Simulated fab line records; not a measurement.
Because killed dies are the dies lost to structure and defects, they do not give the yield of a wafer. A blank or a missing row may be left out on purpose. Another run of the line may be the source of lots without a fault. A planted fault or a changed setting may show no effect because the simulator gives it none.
fab line records	flow n5-finfet
[record] lots = 7	wafers = 21
route steps=1938 shown ZERO_LAYER@4 PMOS_HMC_CHANNEL_EPI@62 FIN_SAQP@102 FIN_CUT@169
start-h: start of the lot's first displayed wafer, in hours after the record's first day	wait-h: how many hours have passed since the lot's step before this one	" unchanged from the row above	L1.1+2: several wafers, shown together as one row	- either no value or no given start	* or withheld: withheld	< > ~ a bound
route shown NAME@n: NAME is a module with steps in the file, n the number in the route of the first one	usual: mean/standard deviation of fault-free wafers	same: alike in all rows	chamber/n: place in a boat	sites: readings site by site	_std_site: how widely they spread, as a standard deviation	_edge_site: inner sites' mean taken away from outer sites' mean	radius-mm: for every site, how far away it sits from the centre of the wafer	mask NAME#n: copy n	behind: the last tool/chamber to shape the wafer	hold: what put the lot on hold/how long, in hours/how the hold closed	device: names the non-switching transistor (n, p or np)	end of line: tests of these same wafers at the route's end	step lacking rows: just its recipe	killed: dies that structure and defects cost at the first sort, which is not the same as the wafer's yield	map: a wafer's dies, x killed, . not, _ none there
set.NAME: the setting as run; set.NAME@STEP: as run at that earlier step	model.NAME: the simulator's own value behind a step, which no gauge read
one table per step and one row per wafer, for lots whose settings were changed on purpose
[[steps]]
[step N5_ZERO_LAYER_PECVD_02]
[recipe] material = SiO2	target-thk-a = 100	temp-c = 400	precursor = SiH4/N2O	pressure-torr = 0.75	rf-w = 275	time-s = 6
lot.wafer	tool	chamber	start-h	wait-h	set.time-s	model.SiO2_of_ZERO_LAYER_PECVD_02.thk-nm
L074.1	pecvd-01	0	12.29	0.0	6	10.15
L074.5	"	1	"	"	6	10.24
L074.6	"	2	"	"	6	10.22
L076.1	pecvd-01	1	24.28	0.0	5.584	9.401
L076.5	"	1	"	"	5.584	9.52
L076.6	"	0	"	"	6	10.11
L084.1	pecvd-04	0	72.28	0.0	6	9.947
L084.3	"	1	"	"	6	9.914
L084.6	"	1	"	"	6	9.868
L085.1	pecvd-03	2	78.28	0.0	6	10.11
L085.5	"	1	"	"	6.308	10.71
L085.6	"	2	"	"	6.308	10.76
L087.1	pecvd-01	2	90.28	0.0	6	9.837
L087.2	"	0	"	"	6	9.663
L087.3	"	0	"	"	6	10.03
L089.4	pecvd-01	0	102.31	0.1	6	10.27
L089.5	"	1	"	"	6	10.24
L089.6	"	2	"	"	5.289	9.109
L094.2	pecvd-04	1	132.30	0.0	6	9.774
L094.5	"	2	"	"	5.682	9.324
L094.6	"	0	"	"	6	9.862
[step N5_PMOS_HMC_CHANNEL_EPI_EXPOSE_06]
[recipe] mask-id = PMOS_HMC_BLK	na = 1.35	source-shape = conventional	sigma-outer = 0.8	polarization = unpolarized	target-cd-nm = 240	dose-mj = 41
lot.wafer	tool	chamber	start-h	wait-h	mask	set.dose-mj
L074.1	arfi-scanner-02	0	17.08	-	PMOS_HMC_BLK#0	41
L074.5+6	"	0	"	"	PMOS_HMC_BLK#0	40.16
L076.1	arfi-scanner-03	0	28.76	-	PMOS_HMC_BLK#0	43.98
L076.5+6	"	0	"	"	PMOS_HMC_BLK#0	41
L084.1+3+6	arfi-scanner-01	0	77.65	-	PMOS_HMC_BLK#0	41
L085.1	arfi-scanner-03	0	83.87	-	PMOS_HMC_BLK#0	42.15
L085.5+6	"	0	"	"	PMOS_HMC_BLK#0	41
L087.1+3	arfi-scanner-01	0	95.03	-	PMOS_HMC_BLK#0	41
L087.2	"	0	"	"	PMOS_HMC_BLK#0	39.89
L089.4+6	arfi-scanner-03	0	107.53	-	PMOS_HMC_BLK#0	41
L089.5	"	0	"	"	PMOS_HMC_BLK#0	43.45
L094.2	arfi-scanner-03	0	138.03	-	PMOS_HMC_BLK#0	38.53
L094.5+6	"	0	"	"	PMOS_HMC_BLK#0	41
[step N5_PMOS_HMC_CHANNEL_EPI_PEB_07]
[recipe] peb-temp-c = 110	peb-time-s = 60	resist = CAR-ArF-block
lot.wafer	tool	chamber	start-h	wait-h	set.peb-time-s
L074.1+6	litho-track-01	0	17.14	0.1	60
L074.5	"	0	"	"	52.17
L076.1+6	litho-track-02	0	28.81	0.1	66.37
L076.5	"	0	"	"	60
L084.1+3+6	litho-track-02	0	77.70	0.1	60
L085.1+5+6	litho-track-01	0	83.92	0.1	60
L087.1+2+3	litho-track-02	0	95.09	0.1	60
L089.4+5	litho-track-01	0	107.57	0.0	65.28
L089.6	"	0	"	"	60
L094.2+5+6	litho-track-01	0	138.08	0.1	60
[step N5_PMOS_HMC_CHANNEL_EPI_DEVELOP_08]
[recipe] develop-time-s = 30	developer = TMAH	resist = CAR-ArF-block	dev-temp-c = 23	rinse-liquid = diw	dry = air-spin
[step N5_PMOS_HMC_CHANNEL_EPI_CD_MEAS_09]
[recipe] target-cd-nm = 237.4	landing-energy-ev = 500	detector = se-inlens
[usual] cd-nm = 237.8/1
lot.wafer	tool	chamber	start-h	wait-h	set.dose-mj@PMOS_HMC_CHANNEL_EPI_EXPOSE_06	set.peb-time-s@PMOS_HMC_CHANNEL_EPI_PEB_07	cd-nm
L074.1	cd-sem-01	0	17.21	-	41	60	236.5
L074.5	"	0	"	"	40.16	52.17	229.2
L074.6	"	0	"	"	40.16	60	235.9
L076.1	cd-sem-01	0	28.88	-	43.98	66.37	246.0
L076.5	"	0	"	"	41	60	237.3
L076.6	"	0	"	"	41	66.37	240.7
L084.1	cd-sem-01	0	77.77	-	41	60	237.6
L084.3	"	0	"	"	41	60	238.4
L084.6	"	0	"	"	41	60	238.4
L085.1	cd-sem-02	0	83.99	-	42.15	60	240.4
L085.5	"	0	"	"	41	60	239.2
L085.6	"	0	"	"	41	60	238.7
L087.1	cd-sem-02	0	95.16	-	41	60	237.9
L087.2	"	0	"	"	39.89	60	234.4
L087.3	"	0	"	"	41	60	237.6
L089.4	cd-sem-02	0	107.64	-	41	65.28	242.8
L089.5	"	0	"	"	43.45	65.28	248.1
L089.6	"	0	"	"	41	60	240.2
L094.2	cd-sem-01	0	138.15	-	38.53	60	234.4
L094.5	"	0	"	"	41	60	239.8
L094.6	"	0	"	"	41	60	238.9
[step N5_PMOS_HMC_CHANNEL_EPI_DESCUM_14]
[recipe] chemistry = O2	time-s = 7.9	source-power-w = 50	bias-power-w = 20	pressure-mtorr = 20	rf-frequency-hz = 2.712e+07	temp-c = 40	resist = CAR-ArF-block	o2-flow-sccm = 225
lot.wafer	tool	chamber	start-h	wait-h	set.dose-mj@PMOS_HMC_CHANNEL_EPI_EXPOSE_06	set.peb-time-s@PMOS_HMC_CHANNEL_EPI_PEB_07	model.PMOS_HMC_CHANNEL_EPI.cd-nm
L074.1	rie-diel-03	2	17.97	0.7	41	60	236.5
L074.5	"	1	"	"	40.16	52.17	229.1
L074.6	"	2	"	"	40.16	60	235.6
L076.1	rie-diel-03	1	29.15	0.2	43.98	66.37	246.3
L076.5	"	1	"	"	41	60	237.1
L076.6	"	2	"	"	41	66.37	240.7
L084.1	rie-diel-01	1	78.24	0.4	41	60	237.6
L084.3	"	0	"	"	41	60	238.6
L084.6	"	0	"	"	41	60	238.4
L085.1	rie-diel-06	0	84.08	0.0	42.15	60	240.1
L085.5+6	"	3,0	"	"	41	60	238.6
L087.1	rie-diel-06	2	95.24	0.0	41	60	237.8
L087.2	"	0	"	"	39.89	60	234.3
L087.3	"	3	"	"	41	60	237.7
L089.4	rie-diel-01	3	107.74	0.0	41	65.28	243
L089.5	"	1	"	"	43.45	65.28	248.2
L089.6	"	2	"	"	41	60	240.2
L094.2	rie-diel-03	0	138.63	0.4	38.53	60	234.1
L094.5	"	2	"	"	41	60	239.9
L094.6	"	1	"	"	41	60	238.9
[step N5_PMOS_HMC_CHANNEL_EPI_ETCH_32]
[recipe] chemistry = N2/H2	target = BARC	stop-on = SiO2	target-depth-a = 858	over-etch-frac = 0.3	time-s = 50.3	ion-energy-ev = 200	mask-material = CAR-ArF-block	pressure-mtorr = 30	source-w = 840	bias-w = 150	n2-flow-sccm = 200	h2-flow-sccm = 200
lot.wafer	tool	chamber	start-h	wait-h	set.dose-mj@PMOS_HMC_CHANNEL_EPI_EXPOSE_06	set.peb-time-s@PMOS_HMC_CHANNEL_EPI_PEB_07	model.PMOS_HMC_CHANNEL_EPI.cd-nm
L074.1	rie-diel-03	2	18.01	0.0	41	60	240.8
L074.5	"	1	"	"	40.16	52.17	231.4
L074.6	"	2	"	"	40.16	60	239.5
L076.1	rie-diel-03	1	29.18	0.0	43.98	66.37	248.5
L076.5	"	1	"	"	41	60	238.8
L076.6	"	2	"	"	41	66.37	244.2
L084.1	rie-diel-01	1	78.28	0.0	41	60	240.4
L084.3+6	"	0	"	"	41	60	241.3
L085.1	rie-diel-06	0	84.11	0.0	42.15	60	243.5
L085.5	"	3	"	"	41	60	241.1
L085.6	"	0	"	"	41	60	241.9
L087.1	rie-diel-06	2	95.28	0.0	41	60	240.8
L087.2	"	0	"	"	39.89	60	237.7
L087.3	"	3	"	"	41	60	240.7
L089.4	rie-diel-01	3	107.78	0.0	41	65.28	245.2
L089.5	"	1	"	"	43.45	65.28	250.6
L089.6	"	2	"	"	41	60	242
L094.2	rie-diel-03	0	138.66	0.0	38.53	60	236.5
L094.5	"	2	"	"	41	60	243
L094.6	"	1	"	"	41	60	240.6
[step N5_PMOS_HMC_CHANNEL_EPI_HM_OPEN_15]
[recipe] chemistry = CHF3/O2	target = SiO2	mask-material = CAR-ArF-block	target-depth-a = 406	CHF3_flow_sccm = 50	O2_flow_sccm = 5	Ar_flow_sccm = 200	time-s = 20.3	pressure-mtorr = 30	source-w = 650	bias-w = 170	ion-energy-ev = 200
lot.wafer	tool	chamber	start-h	wait-h	set.dose-mj@PMOS_HMC_CHANNEL_EPI_EXPOSE_06	set.peb-time-s@PMOS_HMC_CHANNEL_EPI_PEB_07	model.PMOS_HMC_CHANNEL_EPI.cd-nm
L074.1	rie-diel-03	2	18.05	0.0	41	60	240.6
L074.5	"	1	"	"	40.16	52.17	231.4
L074.6	"	2	"	"	40.16	60	239.5
L076.1	rie-diel-03	1	29.23	0.0	43.98	66.37	248.5
L076.5	"	1	"	"	41	60	238.9
L076.6	"	2	"	"	41	66.37	244.1
L084.1	rie-diel-01	1	78.32	0.0	41	60	240.3
L084.3	"	0	"	"	41	60	241.2
L084.6	"	0	"	"	41	60	241.3
L085.1	rie-diel-06	0	84.16	0.0	42.15	60	243.5
L085.5	"	3	"	"	41	60	241
L085.6	"	0	"	"	41	60	242
L087.1	rie-diel-06	2	95.32	0.0	41	60	240.9
L087.2	"	0	"	"	39.89	60	237.8
L087.3	"	3	"	"	41	60	240.7
L089.4	rie-diel-01	3	107.83	0.0	41	65.28	245.2
L089.5	"	1	"	"	43.45	65.28	250.5
L089.6	"	2	"	"	41	60	242
L094.2	rie-diel-03	0	138.70	0.0	38.53	60	236.6
L094.5	"	2	"	"	41	60	243
L094.6	"	1	"	"	41	60	240.6
[step N5_PMOS_HMC_CHANNEL_EPI_STRIP_33]
[recipe] chemistry = N2/H2	power-w = 500	temp-c = 40	pressure-mtorr = 50	rf-frequency-hz = 6e+07	overash-fraction = 0.3	bias-power-w = 8	h2-frac = 0.5	n2-flow-sccm = 300	h2-flow-sccm = 300
[step N5_PMOS_HMC_CHANNEL_EPI_STRIP_17]
[recipe] chemistry = SPM	time-s = 750	temp-c = 130	h2so4-h2o2-vol-ratio = 4	dry = ipa-marangoni
[step N5_PMOS_HMC_CHANNEL_EPI_ETCH_38]
[recipe] chemistry = CF4	target = SiO2	target-depth-a = 15	ion-energy-ev = 350	pressure-mtorr = 10	icp-w = 800	bias-w = 400	cf4-flow-sccm = 80
lot.wafer	tool	chamber	start-h	wait-h	set.dose-mj@PMOS_HMC_CHANNEL_EPI_EXPOSE_06	set.peb-time-s@PMOS_HMC_CHANNEL_EPI_PEB_07	model.PMOS_HMC_CHANNEL_EPI.cd-nm
L074.1	rie-si-01	3	18.41	0.0	41	60	240.6
L074.5	"	0	"	"	40.16	52.17	231.4
L074.6	"	1	"	"	40.16	60	239.5
L076.1	rie-si-02	0	29.58	0.0	43.98	66.37	248.5
L076.5	"	0	"	"	41	60	238.8
L076.6	"	1	"	"	41	66.37	244.1
L084.1	rie-si-05	0	78.68	0.0	41	60	240.4
L084.3	"	2	"	"	41	60	241.2
L084.6	"	0	"	"	41	60	241.3
L085.1	rie-si-05	2	84.51	0.0	42.15	60	243.5
L085.5	"	2	"	"	41	60	241
L085.6	"	0	"	"	41	60	242
L087.1	rie-si-02	3	95.68	0.0	41	60	240.8
L087.2	"	1	"	"	39.89	60	237.8
L087.3	"	0	"	"	41	60	240.6
L089.4	rie-si-01	0	108.16	0.0	41	65.28	245.2
L089.5	"	1	"	"	43.45	65.28	250.4
L089.6	"	0	"	"	41	60	242
L094.2	rie-si-01	3	139.06	0.0	38.53	60	236.6
L094.5	"	3	"	"	41	60	243.1
L094.6	"	1	"	"	41	60	240.6
[step N5_PMOS_HMC_CHANNEL_EPI_FIN_RECESS_16]
[recipe] chemistry = HBr/Cl2	target = Si	mask-material = SiO2	target-depth-a = 540	time-s = 18	pressure-mtorr = 10	icp-w = 800	bias-w = 75	HBr_flow_sccm = 150	Cl2_flow_sccm = 80
lot.wafer	tool	chamber	start-h	wait-h	set.dose-mj@PMOS_HMC_CHANNEL_EPI_EXPOSE_06	set.peb-time-s@PMOS_HMC_CHANNEL_EPI_PEB_07	model.PMOS_HMC_CHANNEL_EPI.cd-nm
L074.1	rie-si-01	3	18.43	0.0	41	60	240.6
L074.5	"	0	"	"	40.16	52.17	231.4
L074.6	"	1	"	"	40.16	60	239.6
L076.1	rie-si-02	0	29.60	0.0	43.98	66.37	248.5
L076.5	"	0	"	"	41	60	238.8
L076.6	"	1	"	"	41	66.37	244.2
L084.1	rie-si-05	0	78.70	0.0	41	60	240.4
L084.3	"	2	"	"	41	60	241.2
L084.6	"	0	"	"	41	60	241.3
L085.1	rie-si-05	2	84.53	0.0	42.15	60	243.5
L085.5	"	2	"	"	41	60	241.1
L085.6	"	0	"	"	41	60	242.1
L087.1	rie-si-02	3	95.70	0.0	41	60	240.8
L087.2	"	1	"	"	39.89	60	237.8
L087.3	"	0	"	"	41	60	240.6
L089.4	rie-si-01	0	108.18	0.0	41	65.28	245.2
L089.5	"	1	"	"	43.45	65.28	250.5
L089.6	"	0	"	"	41	60	242
L094.2	rie-si-01	3	139.08	0.0	38.53	60	236.6
L094.5	"	3	"	"	41	60	243
L094.6	"	1	"	"	41	60	240.6
[step N5_FIN_SAQP_HM_DEP_72]
[recipe] material = SiO2	target-thk-a = 120	temp-c = 400	precursor = SiH4/N2O	pressure-torr = 0.75	rf-w = 275	time-s = 7.2
lot.wafer	tool	chamber	start-h	wait-h	set.time-s	model.SiO2_of_FIN_SAQP_HM_DEP_72.thk-nm
L074.1+5	pecvd-01	1,0	21.89	0.0	7.2	12
L074.6	"	1	"	"	7.2	11.94
L076.1	pecvd-04	1	32.79	0.0	7.2	12
L076.5	"	2	"	"	7.2	12.31
L076.6	"	1	"	"	7.2	12.05
L084.1	pecvd-01	0	82.57	0.0	7.2	11.83
L084.3	"	0	"	"	7.2	12.06
L084.6	"	0	"	"	7.2	12.08
L085.1	pecvd-01	2	89.18	0.0	8.149	13.58
L085.5	"	0	"	"	8.149	13.7
L085.6	"	2	"	"	7.2	12.12
L087.1	pecvd-01	0	100.36	0.0	6.129	10.12
L087.2	"	1	"	"	7.2	11.91
L087.3	"	2	"	"	7.2	12.03
L089.4	pecvd-02	0	111.48	0.1	7.2	12.09
L089.5	"	1	"	"	7.868	13.41
L089.6	"	2	"	"	7.868	13.27
L094.2	pecvd-02	1	142.77	0.0	7.2	11.78
L094.5	"	0	"	"	7.2	11.91
L094.6	"	2	"	"	7.2	11.84
[step N5_FIN_SAQP_EXPOSE_13]
[recipe] mask-id = FIN_CORE	na = 1.35	source-shape = dipole	sigma-inner = 0.538	sigma-outer = 0.738	polarization = te	target-cd-nm = 35.6	dose-mj = 63.25
lot.wafer	tool	chamber	start-h	wait-h	mask	set.dose-mj
L074.1+5+6	arfi-scanner-02	0	22.23	-	FIN_CORE#0	63.25
L076.1+5+6	arfi-scanner-03	0	32.98	-	FIN_CORE#0	61.53
L084.1+3+6	arfi-scanner-01	0	82.91	-	FIN_CORE#0	63.25
L085.1+6	arfi-scanner-01	0	89.40	-	FIN_CORE#0	63.25
L085.5	"	0	"	"	FIN_CORE#0	66.24
L087.1+2+3	arfi-scanner-03	0	100.55	-	FIN_CORE#0	63.25
L089.4	arfi-scanner-03	0	111.79	-	FIN_CORE#0	63.25
L089.5+6	"	0	"	"	FIN_CORE#0	66.15
L094.2+5	arfi-scanner-02	0	142.97	-	FIN_CORE#0	63.25
L094.6	"	0	"	"	FIN_CORE#0	65.47
[step N5_FIN_SAQP_PEB_14]
[recipe] peb-temp-c = withheld	peb-time-s = 60	resist = CAR-ArF
[step N5_FIN_SAQP_DEVELOP_15]
[recipe] develop-time-s = 30	developer = TMAH	resist = CAR-ArF	dev-temp-c = 23	rinse-liquid = diw	dry = air-spin
[step N5_FIN_SAQP_CD_MEAS_16]
[recipe] target-cd-nm = 35.6	landing-energy-ev = 500	detector = se-inlens
[usual] cd-nm = 35.50/0.29
lot.wafer	tool	chamber	start-h	wait-h	set.dose-mj@FIN_SAQP_EXPOSE_13	cd-nm
L074.1	cd-sem-03	0	22.36	-	63.25	35.63
L074.5	"	0	"	"	63.25	35.45
L074.6	"	0	"	"	63.25	35.83
L076.1	cd-sem-03	0	33.11	-	61.53	36.68
L076.5	"	0	"	"	61.53	36.06
L076.6	"	0	"	"	61.53	36.02
L084.1	cd-sem-01	0	83.04	-	63.25	35.45
L084.3	"	0	"	"	63.25	35.78
L084.6	"	0	"	"	63.25	35.64
L085.1	cd-sem-02	0	89.53	-	63.25	35.21
L085.5	"	0	"	"	66.24	34.05
L085.6	"	0	"	"	63.25	35.63
L087.1	cd-sem-03	0	100.68	-	63.25	35.50
L087.2	"	0	"	"	63.25	35.49
L087.3	"	0	"	"	63.25	35.60
L089.4	cd-sem-01	0	111.91	-	63.25	35.75
L089.5	"	0	"	"	66.15	34.40
L089.6	"	0	"	"	66.15	34.54
L094.2	cd-sem-02	0	143.09	-	63.25	35.41
L094.5	"	0	"	"	63.25	35.34
L094.6	"	0	"	"	65.47	34.83
[step N5_FIN_SAQP_ETCH_52]
[recipe] chemistry = N2/H2	target = SOC	target-depth-a = 1000	overetch-a = 200	mask-material = SiARC	temp-c = 40	time-s = 150	ion-energy-ev = 200	pressure-mtorr = 30	source-w = 840	bias-w = 150	n2-flow-sccm = 200	h2-flow-sccm = 200	ends = end-point
[step N5_FIN_SAQP_STRIP_53]
[recipe] chemistry = N2/H2	temp-c = 40	n2-flow-sccm = 200	h2-flow-sccm = 200	rf-frequency-hz = 6e+07
[step N5_FIN_SAQP_HM_OPEN_73]
[recipe] chemistry = CHF3/O2	target = SiO2	stop-on = a-Si	target-depth-a = 120	over-etch-frac = 1.8	mask-material = SOC	time-s = 16.8	pressure-mtorr = 30	source-w = 650	bias-w = 170	Ar_flow_sccm = 200	CHF3_flow_sccm = 50	O2_flow_sccm = 5	ion-energy-ev = 200	ends = end-point
lot.wafer	tool	chamber	start-h	wait-h	set.time-s@FIN_SAQP_HM_DEP_72	model.etch.depth-nm
L074.1+5	rie-diel-04	1	22.66	0.0	7.2	12
L074.6	"	0	"	"	7.2	11.94
L076.1	rie-diel-02	1	33.48	0.0	7.2	12
L076.5	"	1	"	"	7.2	12.31
L076.6	"	2	"	"	7.2	12.05
L084.1	rie-diel-02	3	83.84	0.0	7.2	11.83
L084.3	"	0	"	"	7.2	12.06
L084.6	"	2	"	"	7.2	12.08
L085.1	rie-diel-04	1	89.91	0.0	8.149	13.58
L085.5	"	0	"	"	8.149	13.7
L085.6	"	1	"	"	7.2	12.12
L087.1	rie-diel-05	3	100.98	0.0	6.129	10.12
L087.2	"	2	"	"	7.2	11.91
L087.3	"	0	"	"	7.2	12.03
L089.4	rie-diel-04	1	112.20	0.0	7.2	12.09
L089.5	"	3	"	"	7.868	13.41
L089.6	"	2	"	"	7.868	13.27
L094.2	rie-diel-05	2	143.40	0.0	7.2	11.78
L094.5	"	3	"	"	7.2	11.91
L094.6	"	0	"	"	7.2	11.84
[step N5_FIN_CUT_ETCH_21]
[recipe] chemistry = N2/H2	target = SOC	target-depth-a = 2190	overetch-a = 438	mask-material = SiARC	temp-c = 40	ion-energy-ev = 100	bias-w = 61	time-s = 523.5	pressure-mtorr = 30	source-w = 850	n2-flow-sccm = 200	h2-flow-sccm = 200
[usual] rf-vpp-V = 240.2/1.1
lot.wafer	tool	chamber	start-h	wait-h	set.bias-w	rf-vpp-V
L074.1	rie-diel-01	2	28.89	0.0	66.73	255.1
L074.5	"	3	"	"	61	241.1
L074.6	"	0	"	"	66.73	254.7
L076.1	rie-diel-06	0	38.86	0.0	61	240.6
L076.5	"	1	"	"	61	238.9
L076.6	"	2	"	"	61	240.6
L084.1	rie-diel-03	3	90.42	0.0	61	239.7
L084.3	"	2	"	"	61	241.1
L084.6	"	1	"	"	61	241.1
L085.1	rie-diel-06	2	96.45	0.0	69.54	261.5
L085.5	"	1	"	"	69.54	260.2
L085.6	"	2	"	"	61	240.7
L087.1	rie-diel-03	0	105.50	0.0	63.8	248.8
L087.2	"	2	"	"	63.8	248.9
L087.3	"	3	"	"	61	239.1
L089.4	rie-diel-06	3	117.82	0.0	69.72	260.5
L089.5	"	3	"	"	69.72	261.6
L089.6	"	0	"	"	69.72	262.1
L094.2	rie-diel-06	2	148.23	0.0	54.01	222.0
L094.5	"	0	"	"	61	240.4
L094.6	"	3	"	"	54.01	220.6
[[key]]
[split] step = N5_ZERO_LAYER_PECVD_02	setting = time-s	stated = 6	by = wafer
[response] step = N5_ZERO_LAYER_PECVD_02	reading = model.SiO2_of_ZERO_LAYER_PECVD_02.thk-nm	change = +0.0983	per = 1%	r = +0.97
[split] step = N5_PMOS_HMC_CHANNEL_EPI_EXPOSE_06	setting = dose-mj	stated = 41	by = wafer
[response] step = N5_PMOS_HMC_CHANNEL_EPI_DESCUM_14	reading = model.PMOS_HMC_CHANNEL_EPI.cd-nm	change = +1.02	per = 1%	r = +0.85
[response] step = N5_PMOS_HMC_CHANNEL_EPI_CD_MEAS_09	reading = cd-nm	slope = +0.764	per = 1%	together-with = peb-time-s@PMOS_HMC_CHANNEL_EPI_PEB_07	explained = 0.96
[response] step = N5_PMOS_HMC_CHANNEL_EPI_ETCH_32	reading = model.PMOS_HMC_CHANNEL_EPI.cd-nm	slope = +0.75	per = 1%	together-with = peb-time-s@PMOS_HMC_CHANNEL_EPI_PEB_07	explained = 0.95
[response] step = N5_PMOS_HMC_CHANNEL_EPI_HM_OPEN_15	reading = model.PMOS_HMC_CHANNEL_EPI.cd-nm	slope = +0.748	per = 1%	together-with = peb-time-s@PMOS_HMC_CHANNEL_EPI_PEB_07	explained = 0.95
[response] step = N5_PMOS_HMC_CHANNEL_EPI_ETCH_38	reading = model.PMOS_HMC_CHANNEL_EPI.cd-nm	slope = +0.745	per = 1%	together-with = peb-time-s@PMOS_HMC_CHANNEL_EPI_PEB_07	explained = 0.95
[response] step = N5_PMOS_HMC_CHANNEL_EPI_FIN_RECESS_16	reading = model.PMOS_HMC_CHANNEL_EPI.cd-nm	slope = +0.738	per = 1%	together-with = peb-time-s@PMOS_HMC_CHANNEL_EPI_PEB_07	explained = 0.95
[split] step = N5_PMOS_HMC_CHANNEL_EPI_PEB_07	setting = peb-time-s	stated = 60	by = wafer
[response] step = N5_PMOS_HMC_CHANNEL_EPI_CD_MEAS_09	reading = cd-nm	slope = +0.394	per = 1%	together-with = dose-mj@PMOS_HMC_CHANNEL_EPI_EXPOSE_06	explained = 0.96
[response] step = N5_PMOS_HMC_CHANNEL_EPI_DESCUM_14	reading = model.PMOS_HMC_CHANNEL_EPI.cd-nm	slope = +0.396	per = 1%	together-with = dose-mj@PMOS_HMC_CHANNEL_EPI_EXPOSE_06	explained = 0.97
[response] step = N5_PMOS_HMC_CHANNEL_EPI_ETCH_32	reading = model.PMOS_HMC_CHANNEL_EPI.cd-nm	slope = +0.521	per = 1%	together-with = dose-mj@PMOS_HMC_CHANNEL_EPI_EXPOSE_06	explained = 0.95
[response] step = N5_PMOS_HMC_CHANNEL_EPI_HM_OPEN_15	reading = model.PMOS_HMC_CHANNEL_EPI.cd-nm	slope = +0.513	per = 1%	together-with = dose-mj@PMOS_HMC_CHANNEL_EPI_EXPOSE_06	explained = 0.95
[response] step = N5_PMOS_HMC_CHANNEL_EPI_ETCH_38	reading = model.PMOS_HMC_CHANNEL_EPI.cd-nm	slope = +0.515	per = 1%	together-with = dose-mj@PMOS_HMC_CHANNEL_EPI_EXPOSE_06	explained = 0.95
[response] step = N5_PMOS_HMC_CHANNEL_EPI_FIN_RECESS_16	reading = model.PMOS_HMC_CHANNEL_EPI.cd-nm	slope = +0.516	per = 1%	together-with = dose-mj@PMOS_HMC_CHANNEL_EPI_EXPOSE_06	explained = 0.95
[split] step = N5_FIN_SAQP_HM_DEP_72	setting = time-s	stated = 7.2	by = wafer
[response] step = N5_FIN_SAQP_HM_DEP_72	reading = model.SiO2_of_FIN_SAQP_HM_DEP_72.thk-nm	change = +0.123	per = 1%	r = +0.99
[response] step = N5_FIN_SAQP_HM_OPEN_73	reading = model.etch.depth-nm	change = +0.123	per = 1%	r = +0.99
[split] step = N5_FIN_SAQP_EXPOSE_13	setting = dose-mj	stated = 63.25	by = wafer
[response] step = N5_FIN_SAQP_CD_MEAS_16	reading = cd-nm	change = -0.256	per = 1%	r = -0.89
[split] step = N5_FIN_CUT_ETCH_21	setting = bias-w	stated = 61	by = wafer
[response] step = N5_FIN_CUT_ETCH_21	reading = rf-vpp-V	change = +1.55	per = 1%	r = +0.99
